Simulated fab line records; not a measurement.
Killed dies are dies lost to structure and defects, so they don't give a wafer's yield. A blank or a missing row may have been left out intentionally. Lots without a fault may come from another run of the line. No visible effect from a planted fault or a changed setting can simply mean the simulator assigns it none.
Split-lot experiment || flow n5Finfet || on a route of 1938 steps: 7 lots, 39 wafers read

== ON THE SPLIT ==
At N5_DUMMY_GATE_ETCH_32 (etches SiO2 in CF4, target depth 3.5 nm, time 3.9 s), the setting timeS was moved away from the recipe's 3.9 s on 15 of the 39 wafers read, by -21.2% to +8.1%. This setting was run at the recipe's value on the other wafers.

Reading taken at the split's own step.

== THE READING ==
etch.depthNm (the simulator's own value, which no gauge read), in nm, at N5_DUMMY_GATE_ETCH_32 (etches SiO2 in CF4, target depth 3.5 nm, time 3.9 s). The file gives no usual value for it. Average 3.427 nm, standard deviation 0.092 nm, over the 24 wafers here run with the recipe.

{"wafer": "L077.1", "tool, chamber at the split": "rieSi-02, 3", "timeS as run, s": 3.9, "against the recipe": "recipe", "etch.depthNm, nm": 3.504, "against lot-mates on the recipe": "-"}
{"wafer": "L077.2", "tool, chamber at the split": "rieSi-02, 2", "timeS as run, s": 3.9, "against the recipe": "recipe", "etch.depthNm, nm": 3.361, "against lot-mates on the recipe": "-"}
{"wafer": "L077.3", "tool, chamber at the split": "rieSi-02, 1", "timeS as run, s": 3.9, "against the recipe": "recipe", "etch.depthNm, nm": 3.384, "against lot-mates on the recipe": "-"}
{"wafer": "L077.4", "tool, chamber at the split": "rieSi-02, 2", "timeS as run, s": 3.9, "against the recipe": "recipe", "etch.depthNm, nm": 3.365, "against lot-mates on the recipe": "-"}
{"wafer": "L077.5", "tool, chamber at the split": "rieSi-02, 3", "timeS as run, s": 3.9, "against the recipe": "recipe", "etch.depthNm, nm": 3.492, "against lot-mates on the recipe": "-"}
{"wafer": "L077.6", "tool, chamber at the split": "rieSi-02, 1", "timeS as run, s": 3.9, "against the recipe": "recipe", "etch.depthNm, nm": 3.404, "against lot-mates on the recipe": "-"}
{"wafer": "L078.1", "tool, chamber at the split": "rieSi-06, 1", "timeS as run, s": 3.211, "against the recipe": "-17.7%", "etch.depthNm, nm": 2.932, "against lot-mates on the recipe": -0.510}
{"wafer": "L078.2", "tool, chamber at the split": "rieSi-06, 3", "timeS as run, s": 3.9, "against the recipe": "recipe", "etch.depthNm, nm": 3.393, "against lot-mates on the recipe": "-"}
{"wafer": "L078.3", "tool, chamber at the split": "rieSi-06, 2", "timeS as run, s": 3.211, "against the recipe": "-17.7%", "etch.depthNm, nm": 2.97, "against lot-mates on the recipe": -0.472}
{"wafer": "L078.4", "tool, chamber at the split": "rieSi-06, 0", "timeS as run, s": 3.9, "against the recipe": "recipe", "etch.depthNm, nm": 3.486, "against lot-mates on the recipe": "-"}
{"wafer": "L078.5", "tool, chamber at the split": "rieSi-06, 2", "timeS as run, s": 3.211, "against the recipe": "-17.7%", "etch.depthNm, nm": 2.987, "against lot-mates on the recipe": -0.455}
{"wafer": "L078.6", "tool, chamber at the split": "rieSi-06, 3", "timeS as run, s": 3.9, "against the recipe": "recipe", "etch.depthNm, nm": 3.448, "against lot-mates on the recipe": "-"}
{"wafer": "L081.1", "tool, chamber at the split": "rieSi-06, 2", "timeS as run, s": 4.212, "against the recipe": "+8.0%", "etch.depthNm, nm": 3.883, "against lot-mates on the recipe": "+0.381"}
{"wafer": "L081.2", "tool, chamber at the split": "rieSi-06, 3", "timeS as run, s": 3.9, "against the recipe": "recipe", "etch.depthNm, nm": 3.406, "against lot-mates on the recipe": "-"}
{"wafer": "L081.3", "tool, chamber at the split": "rieSi-06, 0", "timeS as run, s": 3.9, "against the recipe": "recipe", "etch.depthNm, nm": 3.478, "against lot-mates on the recipe": "-"}
{"wafer": "L081.4", "tool, chamber at the split": "rieSi-06, 1", "timeS as run, s": 3.9, "against the recipe": "recipe", "etch.depthNm, nm": 3.623, "against lot-mates on the recipe": "-"}
{"wafer": "L081.5", "tool, chamber at the split": "rieSi-06, 3", "timeS as run, s": 4.212, "against the recipe": "+8.0%", "etch.depthNm, nm": 3.704, "against lot-mates on the recipe": "+0.202"}
{"wafer": "L081.6", "tool, chamber at the split": "rieSi-06, 2", "timeS as run, s": 4.212, "against the recipe": "+8.0%", "etch.depthNm, nm": 3.908, "against lot-mates on the recipe": "+0.406"}
{"wafer": "L088.1", "tool, chamber at the split": "rieSi-04, 0", "timeS as run, s": 4.214, "against the recipe": "+8.1%", "etch.depthNm, nm": 3.723, "against lot-mates on the recipe": "+0.283"}
{"wafer": "L088.2", "tool, chamber at the split": "rieSi-04, 1", "timeS as run, s": 3.9, "against the recipe": "recipe", "etch.depthNm, nm": 3.354, "against lot-mates on the recipe": "-"}
{"wafer": "L088.3", "tool, chamber at the split": "rieSi-04, 3", "timeS as run, s": 4.214, "against the recipe": "+8.1%", "etch.depthNm, nm": 3.514, "against lot-mates on the recipe": "+0.074"}
{"wafer": "L088.4", "tool, chamber at the split": "rieSi-04, 2", "timeS as run, s": 3.9, "against the recipe": "recipe", "etch.depthNm, nm": 3.584, "against lot-mates on the recipe": "-"}
{"wafer": "L088.5", "tool, chamber at the split": "rieSi-04, 1", "timeS as run, s": 3.9, "against the recipe": "recipe", "etch.depthNm, nm": 3.381, "against lot-mates on the recipe": "-"}
{"wafer": "L088.6", "tool, chamber at the split": "rieSi-04, 0", "timeS as run, s": 4.214, "against the recipe": "+8.1%", "etch.depthNm, nm": 3.751, "against lot-mates on the recipe": "+0.311"}
{"wafer": "L090.1", "tool, chamber at the split": "rieSi-04, 3", "timeS as run, s": 3.9, "against the recipe": "recipe", "etch.depthNm, nm": 3.26, "against lot-mates on the recipe": "-"}
{"wafer": "L090.2", "tool, chamber at the split": "rieSi-04, 1", "timeS as run, s": 3.9, "against the recipe": "recipe", "etch.depthNm, nm": 3.36, "against lot-mates on the recipe": "-"}
{"wafer": "L090.3", "tool, chamber at the split": "rieSi-04, 0", "timeS as run, s": 3.9, "against the recipe": "recipe", "etch.depthNm, nm": 3.449, "against lot-mates on the recipe": "-"}
{"wafer": "L090.4", "tool, chamber at the split": "rieSi-04, 2", "timeS as run, s": 3.474, "against the recipe": "-10.9%", "etch.depthNm, nm": 3.217, "against lot-mates on the recipe": -0.139}
{"wafer": "L090.5", "tool, chamber at the split": "rieSi-04, 0", "timeS as run, s": 3.474, "against the recipe": "-10.9%", "etch.depthNm, nm": 3.096, "against lot-mates on the recipe": -0.260}
{"wafer": "L090.6", "tool, chamber at the split": "rieSi-04, 1", "timeS as run, s": 3.474, "against the recipe": "-10.9%", "etch.depthNm, nm": 3, "against lot-mates on the recipe": -0.356}
{"wafer": "L093.1", "tool, chamber at the split": "rieSi-04, 3", "timeS as run, s": 3.9, "against the recipe": "recipe", "etch.depthNm, nm": 3.226, "against lot-mates on the recipe": "-"}
{"wafer": "L093.3", "tool, chamber at the split": "rieSi-04, 1", "timeS as run, s": 3.9, "against the recipe": "recipe", "etch.depthNm, nm": 3.361, "against lot-mates on the recipe": "-"}
{"wafer": "L093.6", "tool, chamber at the split": "rieSi-04, 2", "timeS as run, s": 3.9, "against the recipe": "recipe", "etch.depthNm, nm": 3.582, "against lot-mates on the recipe": "-"}
{"wafer": "L096.1", "tool, chamber at the split": "rieSi-06, 1", "timeS as run, s": 3.075, "against the recipe": "-21.2%", "etch.depthNm, nm": 2.843, "against lot-mates on the recipe": -0.608}
{"wafer": "L096.2", "tool, chamber at the split": "rieSi-06, 3", "timeS as run, s": 3.075, "against the recipe": "-21.2%", "etch.depthNm, nm": 2.696, "against lot-mates on the recipe": -0.755}
{"wafer": "L096.3", "tool, chamber at the split": "rieSi-06, 0", "timeS as run, s": 3.9, "against the recipe": "recipe", "etch.depthNm, nm": 3.45, "against lot-mates on the recipe": "-"}
{"wafer": "L096.4", "tool, chamber at the split": "rieSi-06, 2", "timeS as run, s": 3.075, "against the recipe": "-21.2%", "etch.depthNm, nm": 2.82, "against lot-mates on the recipe": -0.631}
{"wafer": "L096.5", "tool, chamber at the split": "rieSi-06, 0", "timeS as run, s": 3.9, "against the recipe": "recipe", "etch.depthNm, nm": 3.441, "against lot-mates on the recipe": "-"}
{"wafer": "L096.6", "tool, chamber at the split": "rieSi-06, 3", "timeS as run, s": 3.9, "against the recipe": "recipe", "etch.depthNm, nm": 3.463, "against lot-mates on the recipe": "-"}

FIT RESULTS
A straight line over all 39 wafers: etch.depthNm changes by +0.0308 nm for each +1% of timeS; r = +0.93; the points scatter about the line by 0.1 nm.
The same after taking each lot's own level away (the mean of its wafers on the recipe; 39 wafers): +0.0299 nm for each +1%; r = +0.94; scatter 0.091 nm.
Per that fit: largest timeS move, reading shift of 0.63 nm.
Across the lots, their own levels run from 3.3563 to 3.5023 nm, a range of 1.6 times the standard deviation given above.
Hence the lot-to-lot level has little effect on the slope; both slopes agree.
Check: for one of the wafers moved furthest among these (-21.2%), held out of the fit, the line's prediction against its lot-mates is -0.622 nm. It came out at -0.608 nm against them.

== THESE WAFERS: OTHER SPLITS ==
These wafers also went through other splits before the reading. Each is held against what the fit with the lots' levels taken away leaves over:
{"other split on the same wafers": "N5_DUMMY_GATE_EXPOSE_12 doseMj", "wafers away from the commonest value": 18, "r with etch.depthNm (lot level and that fit taken away)": -0.17}

== THE FILE'S OWN FIT ==
etch.depthNm changes by +0.0295 nm for each +1% of timeS, r = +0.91.
